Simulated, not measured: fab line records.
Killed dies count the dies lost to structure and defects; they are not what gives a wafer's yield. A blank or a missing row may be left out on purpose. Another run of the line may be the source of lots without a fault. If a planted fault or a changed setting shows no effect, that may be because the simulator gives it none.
A struck lot beside a sound one -- flow n5_finfet -- 20 out of 1938 route steps
Sound: these wafers, L578.1, L578.5, L578.6. Struck: wafer L581.6 (L581.3, L581.5, from the same lot, were not struck and are left out); the cause is given at the end.
Order at every step that has rows: each side's tool, ch and its chambers, its first start. Under that, the readings that differ: sound wafers -- struck wafers -- difference of the means -- sigmas: that difference in standard deviations of wafers without a fault.
alike: same words and numbers on both sides, and readings whose means sit less than 2 such deviations apart. not compared: any withheld reading, any reading some wafer has no value for, any bound like >300 that may hide the same value, and any number with overlapping values for which the record gives no deviation.
Wherever a step has rows on one side only, a row that says differs or no value, or a row with sigmas, the two part there. When numbers do not overlap yet have no deviation, they are printed without sigmas and do not part them. Lack of a reading on every wafer of one side parts them only where that side has two or more wafers.

first, 9 steps without rows for these wafers: N5_BEOL_M1_COAT_67 (time 60 s, resist thk 60 nm); N5_BEOL_M1_COAT_68 (time 60 s, resist thk 12 nm); N5_BEOL_M1_COAT_76 (time 60 s, resist thk 5 nm); N5_BEOL_M1_COAT_22 (resist thk 30 nm); N5_BEOL_M1_EBR_24; N5_BEOL_M1_SOFTBAKE_23 (time 60 s); N5_BEOL_M1_EXPOSE_25 (exposes mask V0, defocus 5 nm, target cd 24 nm); N5_BEOL_M1_PEB_26 (peb time 60 s); N5_BEOL_M1_DEVELOP_27 (develop time 30 s).
N5_BEOL_M1_CD_MEAS_28: target cd y 23.3 nm.
  sound on cd_sem-03 ch 0, day 7 13:05; struck on cd_sem-03 ch 0, day 8 06:17
  alike: cd_nm
N5_BEOL_M1_OVL_MEAS_29:
  sound on overlay-02 ch 0, day 7 13:07; struck on overlay-01 ch 0, day 8 06:20
  alike: V0_OVL
N5_BEOL_M1_INSPECT_30: inspects for defects (brightfield).
  sound on defect_inspect-02, day 7 13:11; struck on defect_inspect-01, day 8 06:23
  alike: raw_defect_count
N5_BEOL_M1_DESCUM_33: chemistry O2, time 7 s.
  sound on rie_diel-05 ch 0,2,3, day 7 13:13; struck on rie_diel-01 ch 2, day 8 06:37
reading,sound,struck,difference,sigmas
model.CAR-EUV_of_BEOL_M1_COAT_22.thk_nm (nm),26.2 26.2 26.2,27,+1,
  alike: drypump_motor_current_A, oes_product_au, rf_vpp_V, showerhead_plenum_p_Torr, throttle_valve_pct
  not compared: rf_hours_counter_h
N5_BEOL_M1_ETCH_77: etches underlayer in N2/H2, target depth 6.5 nm, time 5.2 s.
  sound on rie_diel-05 ch 0,2,3, day 7 13:15; struck on rie_diel-01 ch 2, day 8 06:39
  alike: drypump_motor_current_A, etch_rf_on_time_s, oes_product_au, rf_vpp_V, showerhead_plenum_p_Torr, throttle_valve_pct
  not compared: rf_hours_counter_h
N5_BEOL_M1_ETCH_69: etches SiARC in CF4, target depth 15.6 nm, time 26 s.
  sound on rie_diel-05 ch 0,2,3, day 7 13:16; struck on rie_diel-01 ch 2, day 8 06:40
  alike: drypump_motor_current_A, etch_rf_on_time_s, mfc_ar_sccm, oes_product_au, rf_vpp_V, showerhead_plenum_p_Torr, throttle_valve_pct
  not compared: rf_hours_counter_h
N5_BEOL_M1_ALD_98: deposits SiO2, target thk 2.5 nm, pulse time 1 s, co reactant pulse time 1 s.
  sound on ald_sin-01 ch 1,2,3, day 7 13:34; struck on ald_sin-01 ch 0, day 8 06:45
  alike: heater_power_w, precursor_pulse_height_rel
N5_BEOL_M1_ETCHBACK_99: etches SiO2 in CHF3, target depth 5 nm, time 10.4 s.
  sound on rie_diel-06 ch 0,1,2, day 7 17:46; struck on rie_diel-05 ch 1, day 8 07:20
reading,sound,struck,difference,sigmas
throttle_valve_pct (%),16.74 17.13 16.76,17.33,+0.45,+2
model.CAR-EUV_of_BEOL_M1_COAT_22.thk_nm (nm),10.4 10.4 10.4,11.4,+1.0,
  alike: CHF3_flow_sccm, drypump_motor_current_A, mfc_ar_sccm, oes_product_au, rf_vpp_V, showerhead_plenum_p_Torr
  not compared: rf_hours_counter_h
N5_BEOL_M1_ETCH_70: etches SOC in N2/H2, target depth 80 nm, overetch 16 nm, time 120 s.
  sound on rie_diel-06 ch 0,1,2, day 7 17:48; struck on rie_diel-05 ch 1, day 8 07:22
  alike: drypump_motor_current_A, oes_product_au, rf_vpp_V, showerhead_plenum_p_Torr, throttle_valve_pct
  not compared: rf_hours_counter_h
N5_BEOL_M4_RC_MEAS_101:
  sound on prober-02 ch 0, day 9 06:16; struck on prober-01 ch 0, day 9 17:13
reading,sound,struck,difference,sigmas
ION_N (uA/um),687 706 678,657,-33,-2
ION_P (uA/um),463 476 467,451,-18,-2
  alike: DIBL_N, DIBL_P, IOFF_N, IOFF_P, SS_N, SS_P, VT_N, VT_P
then, 1 step without rows for these wafers: N5_PASSIVATION_PROBE_49.

== WHERE THEY PART ==
Earliest at N5_BEOL_M1_ETCHBACK_99; latest, in this record, at N5_BEOL_M4_RC_MEAS_101.

WHY: what had been put in by the simulator
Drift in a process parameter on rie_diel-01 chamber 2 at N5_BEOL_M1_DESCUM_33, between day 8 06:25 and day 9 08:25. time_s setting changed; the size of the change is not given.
